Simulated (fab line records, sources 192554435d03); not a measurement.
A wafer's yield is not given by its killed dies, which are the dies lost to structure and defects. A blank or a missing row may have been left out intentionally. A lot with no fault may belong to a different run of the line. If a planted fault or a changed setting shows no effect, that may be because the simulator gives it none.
Split-lot experiment + flow n5 finfet + route with 1938 steps; 7 lots, 21 wafers read

## ABOUT THE SPLIT
At N5_FIN_SAQP_SPACER1_ALD_24 (deposits SiO2, target thk 20.3 nm, pulse time 1 s, purge time 2 s), the setting ald cycles was moved away from the recipe's 218 on 9 of the 21 wafers read, by -15.6% to +15.1%. This setting was run at the recipe's value on the other wafers.

## FROM THE SPLIT TO THE READING: what the file shows between them, 2 steps
- N5_FIN_SAQP_SPACER1_ETCHBACK_25: etches SiO2 in CHF3/O2, target depth 24.4 nm, time 12.2 s
- N5_FIN_SAQP_MANDREL1_REMOVE_56: chemistry HBr/Cl2/O2, target a-Si, stops on SiNx, bt time 10 s

## THE READING
cd nm, in nm, at N5_FIN_SAQP_CD_MEAS_27 (target cd 20 nm). A value of 20.27 nm with a standard deviation of 0.25 nm is what fault-free wafers of this fab line usually give.

| wafer  | tool, chamber at the split | ald cycles as run | against the recipe | cd nm, nm | against lot-mates on the recipe |
|--------|----------------------------|-------------------|--------------------|-----------|---------------------------------|
| L075.1 | ald sin-01, 2,1            | 191               | -12.4%             | 17.75     | -2.65                           |
| L075.5 | ald sin-01, 2,1            | 191               | -12.4%             | 17.61     | -2.79                           |
| L075.6 | ald sin-01, 2              | 218               | recipe             | 20.40     | -                               |
| L077.2 | ald sin-01, 0              | 218               | recipe             | 20.23     | -                               |
| L077.4 | ald sin-01, 3,0            | 186               | -14.7%             | 17.09     | -3.14                           |
| L077.5 | ald sin-01, 3,0            | 186               | -14.7%             | 17.86     | -2.37                           |
| L081.2 | ald sin-04, 3,2,1          | 218               | recipe             | 19.76     | -                               |
| L081.4 | ald sin-04, 3,2,1          | 218               | recipe             | 19.97     | -                               |
| L081.6 | ald sin-04, 3,2,1          | 218               | recipe             | 20.26     | -                               |
| L090.4 | ald sin-01, 0              | 218               | recipe             | 20.18     | -                               |
| L090.5 | ald sin-01, 2,3            | 218               | recipe             | 20.45     | -                               |
| L090.6 | ald sin-01, 2,3            | 218               | recipe             | 20.47     | -                               |
| L091.3 | ald sin-04, 3              | 251               | +15.1%             | 23.53     | +3.04                           |
| L091.5 | ald sin-04, 2              | 251               | +15.1%             | 23.74     | +3.25                           |
| L091.6 | ald sin-04, 3              | 218               | recipe             | 20.49     | -                               |
| L092.1 | ald sin-04, 0              | 184               | -15.6%             | 17.07     | -3.81                           |
| L092.3 | ald sin-04, 3,2            | 218               | recipe             | 20.99     | -                               |
| L092.4 | ald sin-04, 3,2            | 218               | recipe             | 20.77     | -                               |
| L093.1 | ald sin-04, 1,3            | 191               | -12.4%             | 17.72     | -2.54                           |
| L093.3 | ald sin-04, 2              | 218               | recipe             | 20.26     | -                               |
| L093.6 | ald sin-04, 1,3            | 191               | -12.4%             | 18.29     | -1.97                           |
When a row names more than one chamber, that row covers several wafers, and the file does not tell which wafer ran in which chamber.

THE FIT
A straight line over all 21 wafers: cd nm changes by +0.207 nm for each +1% of ald cycles; r = +0.99; the points scatter about the line by 0.31 nm.
The same after taking each lot's own level away (the mean of its wafers on the recipe; 21 wafers): +0.206 nm for each +1%; r = +0.99; scatter 0.27 nm.
That fit puts the effect of the largest move of ald cycles on the reading at 3.2 nm.
Measured against the standard deviation above, the lots' own levels, which go from 19.997 to 20.880 nm, span 3.5 times it.
The two slopes agree, so the slope changes little with the lot-to-lot level.
Check: with one of the wafers moved furthest among these (-15.6%) left out of the fit, the line predicts -3.09 nm for it against its lot-mates. It came out at -3.81 nm against them.

## ADDITIONAL SPLITS CARRIED BY THESE WAFERS
Note: prior to the reading, these wafers also went through further splits. Each is held against what the fit with the lots' levels taken away leaves over:
| other split on the same wafers  | wafers away from the commonest value | r with cd nm (lot level and that fit taken away) |
|---------------------------------|--------------------------------------|--------------------------------------------------|
| N5_ZERO_LAYER_PECVD_02 time s   | 8                                    | +0.39                                            |
| N5_ZERO_LAYER_EXPOSE_08 dose mj | 7                                    | +0.01                                            |
| N5_WELL_APT_EXPOSE_05 dose mj   | 10                                   | +0.20                                            |
| N5_WELL_APT_PEB_06 peb time s   | 7                                    | -0.01                                            |

## THE WHOLE CHAIN: every reading that the file lists as answering this split, in the file's order
| step                           | what it does                                                      | reading                                                                                 | change (the file's fit)               | r (the file's) |
|--------------------------------|-------------------------------------------------------------------|-----------------------------------------------------------------------------------------|---------------------------------------|----------------|
| N5_FIN_SAQP_SPACER1_ALD_24     | deposits SiO2, target thk 20.3 nm, pulse time 1 s, purge time 2 s | SiO2_of_FIN_SAQP_SPACER1_ALD_24.thk nm (the simulator's own value, which no gauge read) | +0.203 nm for each +1% of the setting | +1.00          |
| N5_FIN_SAQP_MANDREL1_REMOVE_56 | chemistry HBr/Cl2/O2, target a-Si, stops on SiNx, bt time 10 s    | FIN_SAQP.cd nm (the simulator's own value, which no gauge read)                         | +0.215 nm for each +1% of the setting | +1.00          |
| N5_FIN_SAQP_CD_MEAS_27         | target cd 20 nm                                                   | cd nm                                                                                   | +0.21 nm for each +1% of the setting  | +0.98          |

## THE FILE'S OWN FIT
cd nm changes by +0.21 nm for each +1% of ald cycles, r = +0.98.
